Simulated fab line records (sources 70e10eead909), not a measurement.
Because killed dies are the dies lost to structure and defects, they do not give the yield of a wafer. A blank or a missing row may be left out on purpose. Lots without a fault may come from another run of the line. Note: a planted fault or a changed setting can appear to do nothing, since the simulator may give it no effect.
Which tool was responsible?	flow nand_harc	at 1 step of a route of 1302, 12 lots with 36 wafers sampled

WHAT THE GAUGES READ, wafer by wafer
NHARC_A_CHANNEL_FILL_D1_INSPECT_13.
lot	measured	on	raw_defect_count
L075	day 11 02:52	defect_inspect-02	360 461 1171
L077	day 11 23:02	defect_inspect-02	152 132 251
L079	day 12 18:43	defect_inspect-02	488 370 339
L081	day 13 23:13	defect_inspect-01	267 591 381
L084	day 15 03:25	defect_inspect-02	183 247 318
L086	day 15 19:06	defect_inspect-01	391 430 410
L089	day 16 23:30	defect_inspect-02	301 137 155
L088	day 17 06:32	defect_inspect-02	347 480 518
L090	day 18 03:17	defect_inspect-02	627 344 542
L092	day 18 09:07	defect_inspect-02	277 341 318
L095	day 19 16:56	defect_inspect-02	125 205 167
L097	day 20 01:37	defect_inspect-02	126 253 282

WHAT TOOL EACH LOT RAN ON (gives the tool, then ch and the chambers of the sampled wafers, and finally the start)
Record: no process step prior to these readings.

THE ANSWER, worked out from the rows above alone
Rule: the lots themselves supply what counts as usual. Put in order of their means at a reading, lots are off if they are a third of the lots or fewer, leave a main group of 4 or more, and stand apart from it by a gap of 3 or more times the standard deviation of the main group's means; of several such gaps the widest counts. A main group whose means are all the same, to the digits that the tables above print for the reading, isn't used. Also off: a lot with no number at a reading for which 4 or more lots have one. All remaining lots with rows at the step are treated as sound.
Nothing can be told from this: no lot is off at any reading shown.

WHAT THE SIMULATOR HAD PUT IN
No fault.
